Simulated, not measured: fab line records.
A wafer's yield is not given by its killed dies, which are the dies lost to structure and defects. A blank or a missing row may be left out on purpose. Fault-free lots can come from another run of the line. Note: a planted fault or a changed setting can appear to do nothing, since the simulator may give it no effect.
2 desks, one fault | flow n5-finfet | each desk has only its own numbers; what lay behind them comes last

AT THE METROLOGY DESK
What the gauges read for every lot (on any tool): the sampled wafers with a number, averaged. Any lot whose mean is over 4 standard deviations away from the usual mean is out of limits and marked OUT; that distance is given in the brackets. 7 of its 10 readings are shown, namely those furthest out on some lot.
Columns: A = DIBL_N at N5_BEOL_M4_RC_MEAS_101, usual 36.2 mV/V; B = IOFF_P at N5_BEOL_M4_RC_MEAS_101, usual 0.216 nA/um; C = ION_N at N5_BEOL_M4_RC_MEAS_101, usual 674 uA/um; D = ION_P at N5_BEOL_M4_RC_MEAS_101, usual 464 uA/um; E = SS_P at N5_BEOL_M4_RC_MEAS_101, usual 73.3 mV/dec; F = VT_N at N5_BEOL_M4_RC_MEAS_101, usual 250.2 mV; G = VT_P at N5_BEOL_M4_RC_MEAS_101, usual -249.3 mV
lot  | first seen here | A    | B     | C   | D   | E    | F     | G
L148 | day 8 08:26     | 37.1 | 0.226 | 675 | 462 | 73.4 | 250.6 | -250.0
L147 | day 8 08:34     | 35.1 | 0.213 | 688 | 473 | 73.2 | 248.5 | -247.0
L149 | day 8 10:38     | 35.3 | 0.218 | 669 | 465 | 73.4 | 248.8 | -248.9
L156 | day 10 01:16    | 33.9 | 0.185 | 662 | 456 | 72.3 | 252.7 | -252.4
L159 | day 11 01:03    | 37.6 | 0.259 | 679 | 471 | 72.9 | 246.8 | -246.2
L161 | day 11 03:08    | 35.6 | 0.190 | 669 | 456 | 73.0 | 251.6 | -254.3
L168 | day 13 15:43    | 38.1 | 0.238 | 669 | 465 | 74.0 | 249.8 | -248.3
L169 | day 13 21:12    | 35.4 | 0.197 | 677 | 461 | 73.9 | 250.7 | -249.5
L170 | day 13 22:56    | 36.6 | 0.227 | 672 | 471 | 73.4 | 251.5 | -248.9
Finding of this desk: none of the 9 lots has anything out of limits.

THE TOOL OWNER'S DESK: implanter-01
N5_MOL_CONTACT_COAG_IMPLANT_129, tool's own readings: per-lot mean of the sampled wafers with a number, covering each lot this tool ran. Any lot whose mean is over 4 standard deviations away from the usual mean is out of limits and marked OUT; that distance is given in the brackets.
Columns: A = beam-energy-keV at N5_MOL_CONTACT_COAG_IMPLANT_129, usual 3.0001; B = end-station-pressure-torr at N5_MOL_CONTACT_COAG_IMPLANT_129, usual 5.9e-06 Torr
lot  | first seen here | A                        | B
L148 | day 5 01:41     | 3.0007                   | 5.8e-06
L156 | day 6 20:39     | 2.9996                   | 5.8e-06
L159 | day 7 20:31     | 1.5544 (-99 or more) OUT | 1.1e-05 (+13) OUT
L161 | day 8 09:08     | 1.5534 (-99 or more) OUT | 1.1e-05 (+12) OUT
This desk's finding: out of limits on L159, L161; first on L159, day 7 20:31 (beam-energy-keV at N5_MOL_CONTACT_COAG_IMPLANT_129). L148, L156 stayed within limits.

PUT TOGETHER
The tool owner's desk had the chance to raise an alarm at day 7 20:31 on L159, L161.
From the metrology desk's view, nothing was out of limits.
The metrology desk has L159, L161 on record, within its limits.
The lots listed all ran N5_MOL_CONTACT_COAG_IMPLANT_129 on implanter-01.

WHAT HAD BEEN PUT IN BY THE SIMULATOR
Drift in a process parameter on implanter-01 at N5_MOL_CONTACT_COAG_IMPLANT_129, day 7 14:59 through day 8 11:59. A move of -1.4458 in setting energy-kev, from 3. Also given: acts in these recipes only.
Lots struck among those shown: L159, L161.
Hours from the fault's start to each desk's first reading out of limits: the tool owner's desk, 6.
